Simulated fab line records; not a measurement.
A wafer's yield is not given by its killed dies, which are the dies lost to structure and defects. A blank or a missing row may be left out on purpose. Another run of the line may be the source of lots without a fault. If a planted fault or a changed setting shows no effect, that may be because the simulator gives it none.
fab line records -- flow nand-harc
record: lots: 12, wafers: 36, last-day: 33
route steps=1302 shown A_SGD_CUT@919 A_SLIT@923
lots with no fault: from the same line, run without faults
start-h: hours from the record's opening day to when the first of the lot's shown wafers began -- wait-h: how many hours have passed since the lot's step before this one -- " same as the row above -- L1.1+2: a row that stands for several wafers -- - no value present, or no start provided -- * or withheld: withheld -- < > ~ a bound
route shown NAME@n: names a module that has steps shown in the file, with the first one's number in the route -- usual: mean and standard deviation over wafers with no fault -- same: alike in all rows -- chamber/n: place in a boat -- sites: each site's reading -- _std_site: the values' standard deviation -- _edge_site: the outer-site mean with the inner-site mean subtracted -- radius-mm: for every site, how far away it sits from the centre of the wafer -- mask NAME#n: copy n -- behind: the most recent tool/chamber to have shaped the wafer -- hold: reason for holding the lot/hours on hold/outcome of the hold -- device: whichever transistor did not switch (one of n, p or np) -- end of line: the tests these same wafers got at the end of their route -- a step without rows: its recipe alone -- killed: count of dies lost to structure and defects at first sort (not the wafer's yield) -- map: the dies of a wafer, with x for killed, . for not killed, _ for no die there
set.NAME: the setting that was run; set.NAME@STEP: the one run at that earlier step -- model.NAME: the simulator's own value behind a step, which no gauge read
steps of the route over a sample of lots; a table a step, a row a wafer
services: from which hour (start-h, from the record's first day; less than 0 if before it) a tool's chamber was out of use, for how many hours, and why
== steps ==
step: NHARC_A_SGD_CUT_ETCHBACK_24
recipe: target-depth-a: 500, over-etch-frac: 0.3, time-s: 92.857, ion-energy-ev: 120, ch3f-flow-sccm: 50, o2-flow-sccm: 30, ar-flow-sccm: 200, rf-w: 500, bias-w: 100, chemistry: CH3F/O2
usual: drypump-motor-current-A: 5.7/0.47, oes-product-au: 0.98/0.034, rf-vpp-V: 244.6/1.7, showerhead-plenum-p-Torr: 2.48/0.11, throttle-valve-pct: 20.663/0.0083
lot.wafer,tool,chamber,start-h,wait-h,drypump-motor-current-A,oes-product-au,rf-hours-counter-h,rf-vpp-V,showerhead-plenum-p-Torr,throttle-valve-pct
L137.2,rie-diel-05,0,453.91,0.2,5.3,1.00,4,244.4,2.53,20.655
L137.3,rie-diel-05,2,453.91,0.2,5.8,1.01,4,246.3,2.56,20.655
L137.5,rie-diel-05,3,453.91,0.2,6.3,1.00,-,242.8,2.28,20.676
L138.3,rie-diel-12,0,462.72,0.2,6.0,0.99,0,244.4,2.54,20.664
L138.6,rie-diel-12,0,462.72,0.2,6.0,0.99,-,245.9,2.54,20.669
L138.5,rie-diel-12,1,462.72,0.2,6.3,1.01,-,246.5,2.61,20.671
L139.3,rie-diel-12,2,468.47,0.1,5.7,1.00,0,243.5,2.38,20.673
L139.4,rie-diel-12,3,468.47,0.1,5.0,1.00,0,244.3,2.58,20.660
L139.5,rie-diel-12,3,468.47,0.1,5.0,1.00,-,246.7,2.58,20.665
L144.3,rie-diel-02,2,515.33,0.2,5.1,0.95,7,244.7,2.51,20.657
L144.1,rie-diel-02,0,515.33,0.2,5.8,0.93,9,245.5,2.64,20.676
L144.6,rie-diel-02,3,515.33,0.2,5.1,0.95,-,245.2,2.56,20.661
L148.1,rie-diel-12,3,543.34,0.2,5.0,1.00,4,245.8,2.58,20.672
L148.2,rie-diel-12,0,543.34,0.2,6.0,0.98,4,245.7,2.54,20.655
L148.5,rie-diel-12,2,543.34,0.2,5.7,0.99,-,245.5,2.38,20.661
L146.2,rie-diel-05,1,543.51,0.2,6.3,0.99,12,244.6,2.47,20.656
L146.5,rie-diel-05,2,543.51,0.2,5.8,1.01,-,245.6,2.56,20.660
L146.6,rie-diel-05,3,543.51,0.2,6.3,0.99,-,242.1,2.28,20.671
L149.4,rie-diel-05,1,559.62,0.2,6.3,1.00,13,242.3,2.47,20.666
L149.6,rie-diel-05,3,559.62,0.2,6.3,0.99,-,240.5,2.28,20.666
L149.5,rie-diel-05,0,559.62,0.2,5.3,1.02,-,246.1,2.52,20.665
L151.1,rie-diel-05,2,598.29,0.2,5.8,1.02,0,245.7,2.56,20.673
L151.3,rie-diel-05,3,598.29,0.2,6.3,1.01,0,240.1,2.28,20.661
L151.2,rie-diel-05,0,598.29,0.2,5.3,0.99,0,244.4,2.52,20.664
L153.2,rie-diel-05,3,634.73,0.2,6.3,0.92,3,241.5,2.28,20.655
L153.4,rie-diel-05,1,634.73,0.2,6.3,0.91,4,243.3,2.47,20.662
L153.5,rie-diel-05,2,634.73,0.2,5.8,0.93,-,244.8,2.55,20.644
L155.2,rie-diel-02,2,640.32,0.1,5.2,1.00,6,244.6,2.51,20.659
L155.1,rie-diel-02,1,640.32,0.1,5.1,1.01,4,242.1,2.29,20.672
L155.5,rie-diel-02,3,640.32,0.1,5.1,1.00,-,245.4,2.55,20.675
L156.2,rie-diel-02,3,644.90,0.2,5.0,1.00,6,246.7,2.55,20.662
L156.1,rie-diel-02,1,644.90,0.2,5.1,1.01,5,242.0,2.29,20.665
L156.5,rie-diel-02,2,644.90,0.2,5.2,1.00,-,244.4,2.51,20.658
L159.3,rie-diel-12,3,667.42,0.2,5.0,0.92,3,245.5,2.58,20.679
L159.1,rie-diel-12,1,667.42,0.2,6.3,0.93,3,246.2,2.61,20.669
L159.6,rie-diel-12,3,667.42,0.2,5.0,0.92,-,245.1,2.58,20.675
step: NHARC_A_SLIT_DEP_00
recipe: target-thk-a: 62000, temp-c: 400, material: aC
usual: throttle-valve-pct: 35.001/0.009
lot.wafer,tool,chamber,start-h,wait-h,throttle-valve-pct
L137.2,acl-dep-01,0,457.96,-,34.991
L137.3,acl-dep-01,0,457.96,-,35.001
L137.5,acl-dep-01,0,459.84,-,34.996
L138.3,acl-dep-02,0,465.77,-,35.010
L138.5,acl-dep-02,0,467.05,-,35.014
L138.6,acl-dep-02,0,467.05,-,35.017
L139.3,acl-dep-03,0,474.02,-,35.015
L139.4,acl-dep-03,0,474.02,-,35.007
L139.5,acl-dep-03,0,474.02,-,34.998
L144.1,acl-dep-03,0,519.44,-,35.009
L144.3,acl-dep-03,0,520.69,-,35.011
L144.6,acl-dep-03,0,522.55,-,34.991
L148.1,acl-dep-03,0,543.96,-,34.994
L148.2,acl-dep-03,0,543.96,-,35.020
L148.5,acl-dep-03,0,546.45,-,34.993
L146.2,acl-dep-01,0,548.31,-,34.984
L146.5,acl-dep-01,0,550.18,-,35.001
L146.6,acl-dep-01,0,550.18,-,34.993
L149.4,acl-dep-01,0,566.32,-,34.996
L149.5,acl-dep-01,0,566.32,-,35.008
L149.6,acl-dep-01,0,566.32,-,35.011
L151.1,acl-dep-02,0,599.26,-,35.000
L151.2,acl-dep-02,0,599.26,-,34.994
L151.3,acl-dep-02,0,599.26,-,34.996
L153.2,acl-dep-03,0,636.13,-,35.003
L153.4,acl-dep-03,0,637.38,-,35.010
L153.5,acl-dep-03,0,637.38,-,35.004
L155.1,acl-dep-02,0,645.26,-,34.991
L155.2,acl-dep-02,0,645.26,-,35.010
L155.5,acl-dep-02,0,647.77,-,34.995
L156.1,acl-dep-01,0,646.77,-,34.993
L156.2,acl-dep-01,0,646.77,-,34.992
L156.5,acl-dep-01,0,649.26,-,35.000
L159.1,acl-dep-02,0,668.05,-,35.017
L159.3,acl-dep-02,0,669.30,-,34.998
L159.6,acl-dep-02,0,671.17,-,34.995
step: NHARC_A_SLIT_SOFTBAKE_04
recipe: temp-c: 105, time-s: 55
usual: heater-power-total-W: 188.44/0.13
lot.wafer,tool,chamber,start-h,wait-h,heater-power-total-W
L137.2,litho-track-01,0,461,-,188.38
L137.3,litho-track-01,0,461,-,188.37
L137.5,litho-track-01,0,461,-,188.65
L138.3,litho-track-04,0,468,-,188.69
L138.5,litho-track-04,0,468,-,188.39
L138.6,litho-track-04,0,468,-,188.28
L139.3,litho-track-01,0,476,-,188.66
L139.4,litho-track-01,0,476,-,188.37
L139.5,litho-track-01,0,476,-,188.40
L144.1,litho-track-06,0,523,-,188.36
L144.3,litho-track-06,0,523,-,188.39
L144.6,litho-track-06,0,523,-,188.41
L148.1,litho-track-01,0,547,-,188.38
L148.2,litho-track-01,0,547,-,188.39
L148.5,litho-track-01,0,547,-,188.79
L146.2,litho-track-04,0,551,-,188.48
L146.5,litho-track-04,0,551,-,188.42
L146.6,litho-track-04,0,551,-,188.49
L149.4,litho-track-06,0,568,-,188.33
L149.5,litho-track-06,0,568,-,188.53
L149.6,litho-track-06,0,568,-,188.33
L151.1,litho-track-06,0,603,-,188.32
L151.2,litho-track-06,0,603,-,188.69
L151.3,litho-track-06,0,603,-,188.32
L153.2,litho-track-06,0,639,-,199.42
L153.4,litho-track-06,0,639,-,199.44
L153.5,litho-track-06,0,639,-,199.47
L155.1,litho-track-04,0,649,-,188.45
L155.2,litho-track-04,0,649,-,188.31
L155.5,litho-track-04,0,649,-,188.47
L156.1,litho-track-06,0,650,-,199.46
L156.2,litho-track-06,0,650,-,199.38
L156.5,litho-track-06,0,650,-,199.39
L159.1,litho-track-01,0,672,-,188.47
L159.3,litho-track-01,0,672,-,188.36
L159.6,litho-track-01,0,672,-,188.35
step: NHARC_A_SLIT_ETCH_17
recipe: bias-v: 900, source-w: withheld, pressure-mtorr: 20, ar-flow-sccm: 375, c4f8-flow-sccm: 83.3, o2-flow-sccm: 41.7, time-s: 4254.5, target-depth-a: 2.03e+05, chemistry: C4F8/O2/Ar
usual: c4f8-flow-sccm: 83.24/0.23, drypump-motor-current-A: 5.56/0.28, showerhead-plenum-p-Torr: 3.74/0.14, throttle-valve-pct: 32.046/0.0096
lot.wafer,tool,chamber,start-h,wait-h,c4f8-flow-sccm,drypump-motor-current-A,rf-hours-counter-h,showerhead-plenum-p-Torr,throttle-valve-pct
L137.2,har-etch-02,0,463.59,-,83.26,5.98,39,3.92,32.031
L137.3,har-etch-02,1,465.42,-,83.63,5.17,-,3.92,32.031
L137.5,har-etch-02,0,465.42,-,83.05,5.96,-,3.92,32.045
L138.3,har-etch-01,1,472.35,-,83.34,5.54,-,3.64,32.027
L138.6,har-etch-01,0,472.35,-,83.09,5.54,-,3.61,32.034
L138.5,har-etch-01,1,472.35,-,83.11,5.56,-,3.64,32.042
L139.4,har-etch-02,0,480.36,-,83.41,5.98,-,3.91,32.057
L139.3,har-etch-02,1,480.36,-,83.36,5.19,-,3.91,32.039
L139.5,har-etch-02,0,480.36,-,83.19,5.98,-,3.91,32.065
L144.1,har-etch-01,1,526.91,-,83.52,5.59,279,3.63,32.060
L144.3,har-etch-01,1,528.11,-,83.19,5.56,-,3.63,32.048
L144.6,har-etch-01,1,529.32,-,83.56,5.58,-,3.63,32.051
L148.1,har-etch-01,0,551.83,-,83.15,5.52,294,3.58,32.029
L148.2,har-etch-01,1,551.83,-,83.09,5.56,294,3.62,32.025
L148.5,har-etch-01,1,554.82,-,83.37,5.56,-,3.62,32.046
L146.2,har-etch-01,0,556.21,-,83.32,5.52,298,3.58,32.067
L146.6,har-etch-01,1,558.01,-,83.24,5.56,-,3.62,32.027
L146.5,har-etch-01,0,558.01,-,83.60,5.51,-,3.58,32.035
L149.4,har-etch-02,0,571.46,-,83.10,5.98,-,3.88,32.039
L149.5,har-etch-02,0,572.67,-,83.30,5.99,-,3.88,32.059
L149.6,har-etch-02,1,572.67,-,83.08,5.21,-,3.88,32.056
L151.2,har-etch-01,1,608.53,-,83.75,5.54,324,3.60,32.044
L151.1,har-etch-01,0,608.53,-,83.42,5.54,324,3.57,32.049
L151.3,har-etch-01,0,610.36,-,83.20,5.53,-,3.57,32.043
L153.2,har-etch-02,0,645.56,-,83.21,5.99,142,3.86,32.039
L153.4,har-etch-02,0,646.75,-,83.16,5.98,-,3.86,32.041
L153.5,har-etch-02,1,646.75,-,83.16,5.20,-,3.86,32.064
L155.2,har-etch-02,1,652.91,-,83.31,5.16,150,3.85,32.042
L155.1,har-etch-02,0,652.91,-,83.48,5.99,150,3.86,32.042
L155.5,har-etch-02,0,655.91,-,83.27,5.99,-,3.86,32.052
L156.2,har-etch-01,0,653.79,-,83.27,5.53,352,3.55,32.037
L156.1,har-etch-01,1,653.79,-,83.37,5.55,352,3.59,32.051
L156.5,har-etch-01,0,656.25,-,83.29,5.51,-,3.56,32.035
L159.1,har-etch-02,1,673.93,-,83.12,5.18,165,3.85,32.040
L159.3,har-etch-02,0,675.74,-,83.56,5.96,-,3.85,32.054
L159.6,har-etch-02,1,675.74,-,82.99,5.15,-,3.85,32.043
== services ==
tool,chamber,start-h,hours,kind
rie-diel-05,0,440.11,-,clean
rie-diel-05,1,440.11,-,clean
rie-diel-12,-,445.41,9.0,pm
rie-diel-02,1,456.81,6.0,repair
acl-dep-01,-,466.24,4.6,repair
rie-diel-02,-,473.42,0.6,repair
rie-diel-02,2,479.85,9.2,repair
acl-dep-03,-,484.17,13.0,pm
rie-diel-05,-,490.30,0.9,repair
rie-diel-05,3,503.44,7.9,repair
litho-track-01,-,505.00,7.0,pm
har-etch-02,-,511.62,1.7,repair
litho-track-06,-,529.00,7.0,pm
acl-dep-01,-,551.42,13.0,pm
litho-track-04,-,553.01,7.0,pm
rie-diel-02,-,570.91,9.0,pm
rie-diel-02,1,582.83,12.4,repair
rie-diel-05,-,583.66,9.0,pm
acl-dep-02,-,606.26,13.0,pm
rie-diel-12,-,622.41,9.0,pm
rie-diel-02,0,632.90,13.4,repair
rie-diel-02,-,644.17,0.5,repair
rie-diel-12,0,646.58,5.1,repair
acl-dep-03,-,665.45,13.0,pm
== key ==
first-sign: step: NHARC_A_SLIT_SOFTBAKE_04, reading: heater-power-total-W, direction: up, sigmas: 86, usual: *, struck: *
effect none on later readings
met-at NHARC_A_SLIT_SOFTBAKE_04
struck-lots L153,L156
tester-left-out L153,L156
not-acting-at NHARC_A_SGD_CUT_ETCHBACK_24,NHARC_A_SLIT_DEP_00,NHARC_A_SLIT_ETCH_17
onset-between 603 639
fault: kind: process-parameter-drift, tool: litho-track-06, chamber: -, onset-h: 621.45, steps: NHARC_A_SLIT_SOFTBAKE_04, channel: time-s, offset: *, shape: step, end-h: 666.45, acts-in: *, stated: *
tester-left-out: of these lots the tester's yield and bins aren't shown, on N5 and GAA mostly nor the transistor test; their killed dies are dies lost to structure and defects alone, not to doping, threshold or leakage, so they don't give the yield
